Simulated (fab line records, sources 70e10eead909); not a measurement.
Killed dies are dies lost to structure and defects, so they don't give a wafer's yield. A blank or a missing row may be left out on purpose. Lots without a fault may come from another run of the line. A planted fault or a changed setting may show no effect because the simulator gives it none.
fab line records | flow nand_harc
record lots=24 wafers=72 last_day=33
route steps=1302 shown P_STI@84 P_GATE@150 P_CONTACT@233 P_M0@278
lots that met no fault: from a run of the same line without faults
start_h: hours from the record's first day to the start of the lot's first wafer shown | wait_h: hours since the lot's step before | " the same as in the row above | L1.1+2: a row that stands for several wafers | - no value, or no start given | * or withheld: withheld | < > ~ a bound
route shown NAME@n: a module of which the file shows steps, and the number in the route of the first | usual: mean/standard deviation of fault-free wafers | same: alike in all rows | chamber/n: place in a boat | sites: the reading at each site | _std_site: their standard deviation | _edge_site: outer sites' mean less inner sites' | radius_mm: how far each site lies from the wafer's centre | mask NAME#n: copy n | behind: the tool/chamber that last shaped the wafer | hold: why the lot was held/for how many hours/how that ended | device: the transistor (n, p or np) that didn't switch | end of line: the same wafers' tests at the end of the route | a step without rows: its recipe alone | killed: dies lost to structure and defects at the first sort, not the wafer's yield | map: a wafer's dies, x killed, . not, _ none there
set.NAME: the setting as run; set.NAME@STEP: as run at that earlier step | model.NAME: the simulator's own value behind a step, which no gauge read
steps of the route over a sample of lots; a table a step, a row a wafer
services: from which hour (start_h, from the record's first day; less than 0 if before it) a tool's chamber was out of use, for how many hours, and why
## steps
# step NHARC_P_STI_OVL_MEAS_10
# usual overlay_x_nm=1/7.6 overlay_y_nm=0/6.4
# columns lot.wafer tool chamber start_h wait_h overlay_x_nm overlay_y_nm
L074.3 overlay-01 - 43.94 - 4 3
L074.4 " - " " 4 4
L074.6 " - " " 5 2
L075.3 overlay-02 - 55.34 - -2 1
L075.4 " - " " -2 2
L075.5 " - " " -1 2
L076.4 overlay-01 - 63.34 - 13 14
L076.5 " - " " 14 14
L076.6 " - " " 14 14
L077.1 overlay-01 - 76.23 - -11 -5
L077.2 " - " " -12 -5
L077.4 " - " " -11 -5
L078.2 overlay-01 - 86.49 - 4 -6
L078.4 " - " " 4 -6
L078.6 " - " " 4 -6
L079.1 overlay-02 - 93.85 - 14 0
L079.3 " - " " 14 1
L079.5 " - " " 14 0
L080.1 overlay-02 - 104.49 - 11 -3
L080.4 " - " " 11 -3
L080.5 " - " " 12 -3
L081.1 overlay-01 - 113.61 - 0 12
L081.2 " - " " -1 12
L081.4 " - " " -1 12
L082.1 overlay-01 - 122.17 - 8 2
L082.4 " - " " 8 3
L082.6 " - " " 8 3
L083.1 overlay-02 - 136.41 - -9 -9
L083.4 " - " " -9 -9
L083.6 " - " " -9 -9
L084.1 overlay-02 - 144.00 - 3 0
L084.5 " - " " 4 0
L084.6 " - " " 4 1
L085.1 overlay-01 - 155.52 - -10 -7
L085.3 " - " " -9 -6
L085.5 " - " " -9 -6
L086.3 overlay-02 - 163.56 - -7 -3
L086.4 " - " " -8 -2
L086.6 " - " " -7 -2
L087.2 overlay-01 - 172.75 - -7 -3
L087.4 " - " " -8 -3
L087.6 " - " " -7 -3
L088.2 overlay-02 - 182.52 - 4 -3
L088.5 " - " " 3 -4
L088.6 " - " " 4 -3
L089.2 overlay-01 - 193.32 - 10 -7
L089.3 " - " " 10 -7
L089.5 " - " " 10 -8
L090.1 overlay-02 - 203.87 - 3 -4
L090.2 " - " " 3 -4
L090.6 " - " " 3 -3
L091.2 overlay-02 - 212.65 - -1 -1
L091.3 " - " " -1 -1
L091.5 " - " " -1 -1
L092.4 overlay-02 - 228.76 - -2 12
L092.5 " - " " -2 12
L092.6 " - " " -3 12
L093.4 overlay-02 - 238.91 - -4 7
L093.5 " - " " -4 8
L093.6 " - " " -4 8
L094.1 overlay-02 - 243.11 - -8 -6
L094.3 " - " " -9 -6
L094.4 " - " " -8 -6
L095.1 overlay-02 - 253.03 - -6 -6
L095.2 " - " " -6 -6
L095.6 " - " " -6 -6
L096.2 overlay-01 - 262.17 - 1 7
L096.5 " - " " 1 6
L096.6 " - " " 2 6
L097.1 overlay-02 - 272.64 - 10 -5
L097.2 " - " " 11 -5
L097.5 " - " " 11 -5
# step NHARC_P_STI_ETCH_31
# recipe target_depth_a=1089 time_s=54.5 cf4_flow_sccm=100 chf3_flow_sccm=30 ar_flow_sccm=0 rf_w=500 bias_w=200 chemistry=CF4/CHF3
# usual chf3_flow_sccm=30.00/0.1 drypump_motor_current_A=6.12/0.3 oes_product_au=0.963/0.015 rf_vpp_V=371.7/2.2 showerhead_plenum_p_Torr=1.61/0.061 throttle_valve_pct=16.803/0.009
# columns lot.wafer tool chamber start_h wait_h chf3_flow_sccm drypump_motor_current_A oes_product_au rf_hours_counter_h rf_vpp_V showerhead_plenum_p_Torr throttle_valve_pct
L074.3 rie_diel-13 0 - - 30.07 6.54 0.950 2 369.3 1.54 16.807
L074.4 " 1 " " 30.01 6.32 0.954 2 373.3 1.65 16.810
L074.6 " 1 " " 30.00 6.34 0.952 - 373.0 1.65 16.799
L075.3 rie_diel-12 1 - - 30.06 5.70 0.958 13 371.7 1.55 16.792
L075.4 " 0 " " 29.86 6.23 0.971 12 372.7 1.66 16.805
L075.5 " 1 " " 29.95 5.68 0.955 - 370.3 1.55 16.801
L076.4 rie_diel-13 1 - - 29.86 6.34 0.968 3 372.8 1.65 16.812
L076.5 " 2 " " 29.96 5.75 0.962 - 370.0 1.58 16.803
L076.6 " 3 " " 29.90 5.92 0.951 - 374.0 1.68 16.811
L077.2 rie_diel-12 0 - - 29.75 6.23 0.965 14 373.7 1.66 16.789
L077.1 " 2 " " 30.05 6.32 0.944 12 367.5 1.48 16.812
L077.4 " 3 " " 29.81 6.44 0.947 15 370.3 1.59 16.793
L078.4 rie_diel-02 0 - - 30.08 5.79 0.983 2 373.0 1.59 16.791
L078.2 " 2 " " 30.06 6.01 0.969 1 371.7 1.66 16.799
L078.6 " 0 " " 30.02 5.80 0.982 - 370.5 1.59 16.825
L079.3 rie_diel-02 3 - - 29.80 6.11 0.982 2 373.3 1.69 16.801
L079.1 " 0 " " 29.90 5.80 0.974 3 371.3 1.59 16.812
L079.5 " 2 " " 30.05 5.99 0.962 - 374.2 1.66 16.812
L080.1 rie_diel-13 1 - - 29.97 6.35 0.984 6 373.6 1.65 16.808
L080.4 " 2 " " 30.08 5.69 0.959 7 371.1 1.58 16.805
L080.5 " 3 " " 30.03 5.86 0.966 - 373.7 1.68 16.800
L081.2 rie_diel-13 2 - - 29.85 5.73 0.966 7 370.7 1.58 16.810
L081.1 " 3 " " 30.00 5.93 0.981 7 373.9 1.68 16.808
L081.4 " 0 " " 29.85 6.56 0.990 7 368.6 1.54 16.804
L082.4 rie_diel-13 0 - - 30.10 6.52 0.956 7 369.1 1.54 16.795
L082.1 " 2 " " 30.18 5.80 0.980 8 370.0 1.58 16.802
L082.6 " 0 " " 30.15 6.58 0.956 - 369.9 1.54 16.815
L083.4 rie_diel-02 2 - - 30.03 6.01 0.960 4 372.3 1.65 16.792
L083.1 " 3 " " 30.16 6.08 0.978 4 374.1 1.69 16.800
L083.6 " 1 " " 29.89 6.44 0.960 - 374.0 1.67 16.804
L084.1 rie_diel-13 3 - - 30.03 5.88 0.925 9 375.2 1.68 16.807
L084.6 " 0 " " 29.86 6.53 0.926 - 368.3 1.54 16.799
L084.5 " 1 " " 29.97 6.32 0.933 - 373.3 1.64 16.807
L085.3 rie_diel-13 1 - - 29.97 6.32 0.965 9 372.3 1.64 16.790
L085.1 " 3 " " 29.93 5.95 0.973 10 374.3 1.68 16.786
L085.5 " 1 " " 30.02 6.34 0.967 - 373.3 1.64 16.814
L086.4 rie_diel-12 2 - - 29.72 6.28 0.966 5 366.1 1.48 16.805
L086.3 " 3 " " 29.97 6.45 0.980 5 370.5 1.59 16.794
L086.6 " 1 " " 29.97 5.70 0.969 - 369.3 1.55 16.796
L087.2 rie_diel-02 0 - - 30.15 5.80 0.934 7 370.2 1.59 16.795
L087.4 " 3 " " 30.06 6.11 0.938 6 376.5 1.68 16.797
L087.6 " 1 " " 30.18 6.34 0.926 - 374.4 1.67 16.797
L088.2 rie_diel-13 2 - - 30.13 5.70 0.962 0 370.9 1.58 16.796
L088.5 " 1 " " 30.03 6.31 0.978 - 372.5 1.64 16.825
L088.6 " 2 " " 30.05 5.71 0.963 - 370.3 1.58 16.809
L089.2 rie_diel-12 3 - - 29.93 6.48 0.955 9 370.3 1.59 16.799
L089.3 " 1 " " 29.89 5.68 0.984 8 369.5 1.55 16.825
L089.5 " 0 " " 29.85 6.25 0.973 - 372.0 1.65 16.810
L090.2 rie_diel-12 0 - - 30.10 6.24 0.946 10 374.1 1.65 16.806
L090.1 " 1 " " 29.93 5.67 0.975 8 370.9 1.55 16.805
L090.6 " 0 " " 30.08 6.22 0.951 - 373.2 1.65 16.797
L091.3 rie_diel-13 2 - - 29.85 5.74 0.983 2 370.5 1.58 16.788
L091.2 " 0 " " 30.03 6.52 0.969 2 370.3 1.54 16.799
L091.5 " 3 " " 29.96 5.93 0.972 - 374.0 1.68 16.790
L092.4 rie_diel-13 3 - - 30.19 5.90 0.967 4 373.7 1.68 16.819
L092.6 " 3 " " 29.92 5.92 0.970 - 373.3 1.68 16.802
L092.5 " 0 " " 29.93 6.55 0.973 - 368.8 1.54 16.791
L093.4 rie_diel-12 2 - - 30.01 6.32 0.956 12 368.0 1.48 16.810
L093.6 " 0 " " 29.98 6.26 0.983 - 372.2 1.65 16.814
L093.5 " 1 " " 29.98 5.68 0.970 - 369.3 1.55 16.806
L094.3 rie_diel-13 0 - - 30.16 6.50 0.987 4 367.6 1.54 16.813
L094.1 " 1 " " 30.07 6.31 0.984 4 371.5 1.64 16.789
L094.4 " 2 " " 29.90 5.75 0.953 4 371.0 1.58 16.792
L095.1 rie_diel-13 1 - - 30.13 6.33 0.934 4 374.4 1.64 16.796
L095.2 " 2 " " 30.10 5.74 0.951 4 370.1 1.58 16.808
L095.6 " 2 " " 30.01 5.75 0.946 - 370.5 1.58 16.801
L096.2 rie_diel-12 0 - - 30.24 6.24 0.973 15 373.2 1.65 16.788
L096.6 " 3 " " 30.04 6.50 0.968 - 371.1 1.58 16.803
L096.5 " 0 " " 30.03 6.24 0.978 - 373.8 1.65 16.808
L097.2 rie_diel-02 1 - - 29.96 6.39 0.967 3 374.1 1.66 16.804
L097.1 " 2 " " 29.94 5.97 0.968 3 372.8 1.65 16.805
L097.5 " 2 " " 29.99 5.97 0.977 - 373.3 1.65 16.813
# step NHARC_P_GATE_STRIP_108
# recipe o2_flow_sccm=500 ar_flow_sccm=0 bias_w=0 chemistry=O2
# usual drypump_motor_current_A=5.8/0.31 oes_product_au=0.997/0.0085 rf_vpp_V=58.0/0.86 showerhead_plenum_p_Torr=3.61/0.12 throttle_valve_pct=17.036/0.0088
# columns lot.wafer tool chamber start_h wait_h drypump_motor_current_A oes_product_au rf_hours_counter_h rf_vpp_V showerhead_plenum_p_Torr throttle_valve_pct
L074.3 rie_diel-11 1 95.12 - 6.2 0.997 0 59.7 3.68 17.028
L074.4 " 3 " " 5.9 0.996 0 55.9 3.49 17.029
L074.6 " 1 " " 6.2 1.000 - 58.5 3.68 17.030
L075.4 rie_diel-11 3 112.82 - 5.9 1.003 1 57.3 3.49 17.024
L075.3 " 1 " " 6.2 1.000 1 59.0 3.68 17.042
L075.5 " 2 " " 5.7 0.995 - 58.9 3.74 17.042
L076.4 rie_diel-11 3 115.05 - 5.9 1.011 1 57.0 3.49 17.039
L076.6 " 1 " " 6.2 0.996 - 58.3 3.68 17.041
L076.5 " 2 " " 5.7 1.002 - 58.7 3.74 17.058
L077.1 rie_diel-11 3 133.06 - 5.9 1.002 2 58.4 3.49 17.031
L077.2 " 0 " " 5.9 0.992 2 57.7 3.67 17.043
L077.4 " 1 " " 6.2 1.000 2 57.7 3.68 17.026
L078.4 rie_diel-11 3 140.03 - 5.9 0.991 2 57.2 3.49 17.029
L078.2 " 2 " " 5.8 1.004 3 58.4 3.74 17.033
L078.6 " 3 " " 5.9 0.998 - 56.8 3.49 17.029
L079.1 rie_diel-11 0 144.37 - 6.0 0.996 2 57.5 3.67 17.045
L079.3 " 1 " " 6.1 0.995 2 58.3 3.68 17.046
L079.5 " 2 " " 5.8 1.016 - 59.5 3.74 17.039
L080.1 rie_diel-06 3 156.52 - 5.8 0.995 1 58.0 3.45 17.048
L080.4 " 0 " " 6.2 0.996 - 58.6 3.72 17.034
L080.5 " 1 " " 5.4 0.975 - 55.8 3.61 17.031
L081.1 rie_diel-06 3 167.21 - 5.7 0.999 2 57.9 3.45 17.044
L081.2 " 0 " " 6.1 0.996 1 58.8 3.72 17.024
L081.4 " 0 " " 6.2 0.992 - 58.5 3.72 17.044
L082.1 rie_diel-06 0 178.47 - 6.2 0.998 2 58.7 3.72 17.024
L082.4 " 1 " " 5.4 0.999 2 58.0 3.61 17.043
L082.6 " 0 " " 6.1 1.016 - 59.5 3.72 17.053
L084.1 rie_diel-03 1 193.13 - 5.8 1.011 6 59.1 3.35 17.040
L084.6 " 1 " " 5.8 1.000 - 57.9 3.35 17.033
L084.5 " 2 " " 6.1 0.999 - 58.2 3.71 17.045
L083.4 rie_diel-11 2 193.32 - 5.8 1.005 5 58.2 3.74 17.029
L083.1 " 0 " " 5.9 1.002 5 58.5 3.67 17.039
L083.6 " 2 " " 5.7 1.003 - 58.2 3.74 17.037
L085.1 rie_diel-03 0 205.59 - 5.5 0.988 6 57.4 3.64 17.025
L085.3 " 2 " " 6.1 1.006 6 57.3 3.71 17.026
L085.5 " 0 " " 5.5 0.987 - 58.8 3.64 17.045
L086.3 rie_diel-11 1 213.92 - 6.2 0.987 7 58.6 3.68 17.044
L086.4 " 2 " " 5.8 0.996 7 58.3 3.74 17.032
L086.6 " 2 " " 5.8 0.996 - 59.2 3.74 17.021
L087.2 rie_diel-06 3 225.68 - 5.8 1.007 7 58.4 3.45 17.036
L087.4 " 0 " " 6.1 0.992 7 59.5 3.72 17.028
L087.6 " 3 " " 5.8 0.993 - 58.4 3.45 17.039
L089.3 rie_diel-11 1 244.66 - 6.2 0.984 8 58.1 3.67 17.046
L089.2 " 0 " " 6.0 0.994 7 59.9 3.66 17.019
L089.5 " 2 " " 5.8 1.006 - 58.1 3.74 17.037
L088.2 rie_diel-06 0 244.89 - 6.2 0.988 7 57.4 3.71 17.039
L088.6 " 0 " " 6.2 0.988 - 58.8 3.71 17.028
L088.5 " 1 " " 5.4 0.982 - 59.1 3.61 17.042
L090.1 rie_diel-03 0 257.17 - 5.5 0.990 9 59.0 3.63 17.030
L090.2 " 1 " " 5.8 0.997 10 57.8 3.35 17.054
L090.6 " 0 " " 5.5 0.991 - 58.4 3.63 17.036
L091.3 rie_diel-06 3 268.49 - 5.8 0.994 9 57.8 3.45 17.041
L091.2 " 0 " " 6.2 0.985 8 57.9 3.71 17.038
L091.5 " 0 " " 6.2 0.986 - 58.4 3.71 17.028
L092.4 rie_diel-11 3 281.73 - 5.9 1.001 1 56.8 3.48 17.037
L092.6 " 3 " " 5.9 1.001 - 58.6 3.48 17.063
L092.5 " 0 " " 6.0 0.991 - 57.6 3.66 17.042
L093.4 rie_diel-06 3 292.60 - 5.8 0.994 10 57.3 3.45 17.038
L093.6 " 3 " " 5.8 0.995 - 57.3 3.45 17.056
L093.5 " 0 " " 6.1 0.995 - 58.9 3.71 17.040
L094.1 rie_diel-06 3 293.37 - 5.8 0.989 10 57.2 3.45 17.032
L094.4 " 0 " " 6.2 0.989 10 58.1 3.71 17.047
L094.3 " 1 " " 5.4 0.986 10 58.5 3.61 17.030
L095.2 rie_diel-11 0 311.36 - 6.0 0.997 3 58.2 3.66 17.029
L095.1 " 1 " " 6.2 0.996 2 57.1 3.67 17.036
L095.6 " 0 " " 6.0 0.996 - 57.3 3.66 17.064
L096.2 rie_diel-03 3 316.14 - 4.8 1.001 3 58.4 3.73 17.033
L096.6 " 1 " " 5.8 1.017 - 59.1 3.35 17.022
L096.5 " 2 " " 6.1 1.019 - 57.0 3.71 17.030
L097.1 rie_diel-03 3 325.35 - 4.8 0.993 3 58.2 3.73 17.025
L097.2 " 1 " " 5.7 1.005 3 57.3 3.35 17.025
L097.5 " 3 " " 4.8 1.005 - 58.0 3.73 17.050
# step NHARC_P_GATE_DESCUM_93
# recipe time_s=3 o2_flow_sccm=200 ar_flow_sccm=0 bias_power_w=0 chemistry=O2
# usual drypump_motor_current_A=5.7/0.43 oes_product_au=0.999/0.0088 rf_vpp_V=57.9/0.84 showerhead_plenum_p_Torr=1.96/0.073 throttle_valve_pct=11.312/0.0093
# columns lot.wafer tool chamber start_h wait_h drypump_motor_current_A oes_product_au rf_hours_counter_h rf_vpp_V showerhead_plenum_p_Torr throttle_valve_pct
L074.4 rie_diel-11 3 109.71 - 5.9 1.003 1 57.0 1.89 11.295
L074.3 " 1 " " 6.1 0.998 0 58.5 2.00 11.322
L074.6 " 3 " " 5.9 0.999 - 58.5 1.89 11.304
L075.3 rie_diel-03 3 127.67 - 4.8 0.993 1 59.0 2.03 11.309
L075.4 " 0 " " 5.5 0.993 1 59.1 1.98 11.303
L075.5 " 0 " " 5.5 0.993 - 58.3 1.98 11.301
L076.4 rie_diel-06 1 130.11 - 5.4 1.005 10 58.6 1.96 11.304
L076.5 " 1 " " 5.4 1.003 - 58.6 1.96 11.304
L076.6 " 2 " " 6.1 0.996 - 58.3 1.89 11.306
L077.1 rie_diel-06 1 147.88 - 5.4 0.979 0 58.2 1.96 11.306
L077.4 " 2 " " 6.1 0.995 0 57.7 1.89 11.321
L077.2 " 0 " " 6.1 0.986 0 59.4 2.02 11.310
L078.2 rie_diel-03 1 154.86 - 5.8 1.011 3 57.6 1.81 11.302
L078.4 " 0 " " 5.5 0.994 3 57.8 1.98 11.312
L078.6 " 1 " " 5.7 1.007 - 57.0 1.81 11.309
L079.3 rie_diel-11 1 159.18 - 6.2 0.999 4 59.4 2.00 11.311
L079.1 " 2 " " 5.8 1.009 4 58.9 2.04 11.306
L079.5 " 1 " " 6.2 0.996 - 56.9 2.00 11.296
L080.4 rie_diel-06 2 171.27 - 6.1 0.991 0 57.6 1.89 11.320
L080.1 " 0 " " 6.1 0.992 2 58.2 2.02 11.301
L080.5 " 3 " " 5.8 1.007 - 56.4 1.87 11.323
L081.4 rie_diel-03 2 181.88 - 6.0 0.987 5 58.3 2.02 11.308
L081.1 " 3 " " 4.8 1.010 4 56.1 2.03 11.304
L081.2 " 1 " " 5.8 1.006 6 56.2 1.81 11.303
L082.4 rie_diel-06 3 195.25 - 5.7 1.010 4 57.7 1.87 11.323
L082.1 " 0 " " 6.2 0.997 4 59.0 2.02 11.318
L082.6 " 3 " " 5.7 0.999 - 57.5 1.87 11.310
L083.4 rie_diel-03 2 207.99 - 6.0 1.014 6 60.1 2.02 11.321
L083.1 " 1 " " 5.8 1.011 7 57.5 1.81 11.324
L083.6 " 2 " " 6.1 1.012 - 57.4 2.02 11.304
L084.1 rie_diel-03 1 209.78 - 5.8 1.016 7 58.7 1.81 11.326
L084.5 " 3 " " 4.8 1.008 - 58.9 2.03 11.305
L084.6 " 0 " " 5.5 0.999 - 58.9 1.98 11.315
L085.3 rie_diel-03 3 222.41 - 4.7 0.999 6 58.5 2.03 11.318
L085.1 " 1 " " 5.8 1.005 8 56.8 1.81 11.320
L085.5 " 3 " " 4.8 1.002 - 57.4 2.03 11.324
L086.3 rie_diel-06 3 228.66 - 5.8 1.000 7 57.4 1.87 11.308
L086.4 " 0 " " 6.1 1.001 7 57.2 2.02 11.306
L086.6 " 3 " " 5.8 0.997 - 57.2 1.87 11.326
L087.4 rie_diel-06 1 240.51 - 5.4 1.000 7 57.0 1.96 11.306
L087.2 " 2 " " 6.1 0.997 6 57.9 1.89 11.318
L087.6 " 0 " " 6.1 1.009 - 58.3 2.02 11.318
L089.3 rie_diel-03 0 259.40 - 5.5 0.995 9 59.0 1.97 11.315
L089.2 " 1 " " 5.8 1.000 10 57.2 1.81 11.307
L089.5 " 1 " " 5.8 1.012 - 57.9 1.81 11.316
L088.2 rie_diel-06 3 260.04 - 5.7 0.987 8 58.5 1.87 11.305
L088.6 " 3 " " 5.7 1.008 - 58.3 1.87 11.318
L088.5 " 0 " " 6.1 0.999 - 58.2 2.02 11.315
L090.1 rie_diel-03 3 271.89 - 4.8 1.016 7 57.7 2.03 11.320
L090.2 " 0 " " 5.5 1.000 10 58.8 1.97 11.320
L090.6 " 3 " " 4.7 1.005 - 58.4 2.03 11.319
L091.2 rie_diel-11 3 283.26 - 5.9 1.003 1 56.9 1.89 11.295
L091.3 " 0 " " 5.9 0.996 1 59.0 1.99 11.320
L091.5 " 3 " " 5.9 1.002 - 57.8 1.89 11.315
L092.4 rie_diel-06 1 296.31 - 5.4 0.987 10 58.9 1.96 11.305
L092.6 " 0 " " 6.2 0.997 - 59.5 2.02 11.316
L092.5 " 1 " " 5.3 0.984 - 58.4 1.96 11.307
L093.4 rie_diel-03 0 307.35 - 5.5 1.001 1 57.8 1.97 11.312
L093.6 " 2 " " 6.1 1.010 - 57.4 2.02 11.315
L093.5 " 3 " " 4.8 1.010 - 57.6 2.03 11.322
L094.4 rie_diel-11 0 308.04 - 5.9 0.993 2 58.0 1.99 11.327
L094.3 " 1 " " 6.2 0.987 2 56.6 2.00 11.290
L094.1 " 3 " " 5.9 1.007 2 57.4 1.89 11.309
L095.2 rie_diel-11 3 325.90 - 5.9 0.997 5 57.0 1.89 11.307
L095.1 " 1 " " 6.2 0.991 3 59.3 2.00 11.327
L095.6 " 3 " " 5.9 1.014 - 57.6 1.89 11.320
L096.2 rie_diel-03 1 330.83 - 5.7 1.015 3 56.8 1.81 11.316
L096.5 " 3 " " 4.8 1.005 - 57.3 2.03 11.309
L096.6 " 0 " " 5.5 1.003 - 57.6 1.97 11.308
L097.1 rie_diel-03 2 340.12 - 6.1 1.009 3 58.1 2.02 11.321
L097.2 " 3 " " 4.8 0.999 4 58.7 2.03 11.303
L097.5 " 1 " " 5.8 1.004 - 57.3 1.81 11.310
# step NHARC_P_CONTACT_OVL_MEAS_13
# usual overlay_x_nm=-0.1/0.86 overlay_y_nm=-0.3/0.91
# columns lot.wafer tool chamber start_h wait_h overlay_x_nm overlay_y_nm
L074.3 overlay-02 - 114.45 - 0.1 1.4
L074.4 " - " " 0.5 1.4
L074.6 " - " " -0.1 1.1
L075.3 overlay-02 - 132.36 - -1.0 -1.1
L075.4 " - " " -1.0 -1.1
L075.5 " - " " -0.7 -1.0
L076.4 overlay-02 - 134.71 - -0.3 -1.3
L076.5 " - " " -0.1 -1.3
L076.6 " - " " 0.1 -1.3
L077.1 overlay-01 - 152.35 - -1.1 -1.2
L077.2 " - " " -0.4 -0.9
L077.4 " - " " -0.8 -1.5
L078.2 overlay-01 - 159.33 - 0.0 -0.3
L078.4 " - " " 0.0 0.2
L078.6 " - " " 0.1 -0.5
L079.1 overlay-02 - 164.04 - 0.1 -0.9
L079.3 " - " " 0.5 -0.5
L079.5 " - " " 0.6 -0.3
L080.1 overlay-01 - 176.00 - 0.4 0.0
L080.4 " - " " 0.4 0.2
L080.5 " - " " 0.0 0.7
L081.1 overlay-01 - 186.65 - 1.6 -2.0
L081.2 " - " " 0.8 -1.9
L081.4 " - " " 0.7 -2.0
L082.1 overlay-02 - 199.73 - -0.7 0.9
L082.4 " - " " -1.0 1.3
L082.6 " - " " -0.6 1.1
L083.1 overlay-02 - 212.50 - 0.2 0.1
L083.4 " - " " -0.4 0.5
L083.6 " - " " 0.0 0.3
L084.1 overlay-01 - 214.23 - -2.3 0.3
L084.5 " - " " -1.4 0.0
L084.6 " - " " -1.1 0.6
L085.1 overlay-02 - 227.02 - -0.3 0.6
L085.3 " - " " -1.1 0.7
L085.5 " - " " -0.8 0.0
L086.3 overlay-02 - 233.54 - 1.0 -2.0
L086.4 " - " " 0.9 -1.9
L086.6 " - " " 0.5 -1.6
L087.2 overlay-02 - 245.01 - 0.1 1.8
L087.4 " - " " 0.4 1.0
L087.6 " - " " 0.0 1.1
L089.2 overlay-01 - 263.91 - 1.2 0.3
L089.3 " - " " 1.1 0.2
L089.5 " - " " 0.7 0.2
L088.2 overlay-02 - 264.65 - 0.1 -0.4
L088.5 " - " " 0.7 -0.3
L088.6 " - " " 0.5 -0.4
L090.1 overlay-01 - 276.68 - 0.8 -0.2
L090.2 " - " " -0.2 -0.1
L090.6 " - " " 0.5 -0.2
L091.2 overlay-01 - 287.89 - -1.0 0.2
L091.3 " - " " -0.2 0.5
L091.5 " - " " -0.2 -0.5
L092.4 overlay-01 - 300.81 - 0.3 0.0
L092.5 " - " " 0.1 0.0
L092.6 " - " " 0.1 -0.2
L093.4 overlay-01 - 311.82 - 0.4 -0.6
L093.5 " - " " -0.1 -0.7
L093.6 " - " " 0.0 -0.1
L094.1 overlay-02 - 312.72 - -1.5 -1.0
L094.3 " - " " -2.1 -1.1
L094.4 " - " " -1.4 -1.5
L095.1 overlay-01 - 330.51 - 0.1 -0.5
L095.2 " - " " 0.3 -0.7
L095.6 " - " " 0.4 -0.8
L096.2 overlay-01 - 335.29 - 1.0 -1.4
L096.5 " - " " 0.7 -1.1
L096.6 " - " " 0.8 -1.3
L097.1 overlay-02 - 344.88 - -1.5 0.9
L097.2 " - " " -2.5 -0.1
L097.5 " - " " -2.7 1.1
# step NHARC_P_M0_CMP_23
# recipe t_overpolish_s=20 target_thk_nm=117.54
# usual motor_current_A=12.4/0.81 time_to_endpoint_s=29.4/2.1
# columns lot.wafer tool chamber start_h wait_h motor_current_A time_to_endpoint_s
L074.4 cmp-03 2 121.03 - 12.9 32.4
L074.3 " 3 " " 11.5 28.0
L074.6 " 2 " " 12.9 30.5
L075.4 cmp-01 2 138.56 - 13.4 29.9
L075.3 " 0 " " 13.1 28.6
L075.5 " 3 " " 10.5 32.0
L076.4 cmp-01 2 142.09 - 13.5 25.1
L076.5 " 1 " " 13.5 28.3
L076.6 " 2 " " 12.6 28.4
L077.2 cmp-01 0 158.65 - 12.3 30.0
L077.4 " 1 " " 13.5 28.4
L077.1 " 3 " " 11.1 30.4
L078.2 cmp-01 2 166.02 - 13.5 29.5
L078.4 " 0 " " 12.7 31.4
L078.6 " 2 " " 12.3 30.9
L079.1 cmp-02 1 170.52 - 12.3 26.9
L079.3 " 2 " " 11.7 25.8
L079.5 " 0 " " 12.5 29.2
L080.4 cmp-02 2 182.31 - 12.2 26.5
L080.1 " 3 " " 12.9 29.5
L080.5 " 1 " " 11.9 26.2
L081.1 cmp-01 2 192.84 - 11.8 26.1
L081.4 " 3 " " 11.1 30.6
L081.2 " 1 " " 13.8 28.5
L082.4 cmp-01 3 205.97 - 10.7 31.4
L082.1 " 0 " " 12.9 29.7
L082.6 " 2 " " 13.5 31.6
L083.1 cmp-03 1 218.76 - 12.9 30.4
L083.4 " 0 " " 12.2 29.3
L083.6 " 1 " " 12.6 30.1
L084.1 cmp-03 1 220.64 - 13.3 29.9
L084.5 " 2 " " 12.6 28.2
L084.6 " 3 " " 10.7 29.5
L085.3 cmp-03 0 233.31 - 12.4 27.3
L085.1 " 2 " " 12.7 28.4
L085.5 " 3 " " 11.1 29.6
L086.4 cmp-01 1 239.75 - 12.0 31.6
L086.3 " 0 " " 12.6 31.7
L086.6 " 2 " " 12.7 31.7
L087.2 cmp-01 2 251.32 - 13.0 28.7
L087.4 " 0 " " 13.3 30.0
L087.6 " 1 " " 13.2 27.6
L089.2 cmp-02 3 270.27 - 12.9 32.8
L089.3 " 0 " " 12.3 31.1
L089.5 " 1 " " 12.1 32.1
L088.2 cmp-02 1 270.95 - 12.3 30.5
L088.5 " 0 " " 12.9 31.6
L088.6 " 1 " " 12.2 30.5
L090.1 cmp-01 0 282.94 - 12.4 27.6
L090.2 " 1 " " 12.6 29.7
L090.6 " 0 " " 13.2 27.7
L091.3 cmp-02 3 294.27 - 12.4 31.3
L091.2 " 1 " " 11.8 29.9
L091.5 " 3 " " 12.9 28.5
L092.4 cmp-03 0 307.30 - 13.2 26.9
L092.5 " 0 " " 12.6 25.8
L092.6 " 1 " " 13.0 28.0
L093.4 cmp-01 2 318.02 - 12.1 32.7
L093.6 " 0 " " 12.1 28.4
L093.5 " 1 " " 12.6 28.7
L094.4 cmp-03 0 319.17 - 12.2 25.6
L094.1 " 1 " " 13.7 29.7
L094.3 " 2 " " 13.2 26.7
L095.1 cmp-01 3 336.66 - 11.6 29.0
L095.2 " 2 " " 13.3 26.8
L095.6 " 3 " " 10.7 28.9
L096.2 cmp-03 1 342.50 - 13.6 27.6
L096.6 " 0 " " 12.6 23.6
L096.5 " 1 " " 13.3 27.7
L097.1 cmp-02 2 351.76 - 11.3 31.6
L097.2 " 3 " " 11.9 30.7
L097.5 " 1 " " 12.1 29.6
## services
# columns tool chamber start_h hours kind
cmp-01 - 29.51 0.2 repair
cmp-01 - 34.71 2.3 repair
rie_diel-11 2 45.76 6.1 repair
rie_diel-03 3 50.36 16.3 repair
rie_diel-03 - 68.76 0.4 repair
rie_diel-06 3 70.13 6.0 repair
rie_diel-11 - 78.50 9.0 pm
cmp-01 - 87.50 4.0 pm
rie_diel-03 - 104.30 9.0 pm
rie_diel-06 2 124.25 1.3 repair
rie_diel-06 - 130.20 9.0 pm
rie_diel-06 2 153.30 14.5 repair
rie_diel-03 - 156.79 0.7 repair
rie_diel-13 - 165.00 9.0 pm
rie_diel-03 0 240.65 3.4 repair
rie_diel-03 3 243.90 21.7 repair
rie_diel-11 - 255.50 9.0 pm
rie_diel-13 0 256.77 7.8 repair
rie_diel-03 - 281.30 9.0 pm
rie_diel-11 - 292.48 0.6 repair
rie_diel-06 - 307.20 9.0 pm
rie_diel-13 1 316.87 15.2 repair
rie_diel-03 3 317.44 2.6 repair
rie_diel-13 - 342.00 9.0 pm
## key
fault none
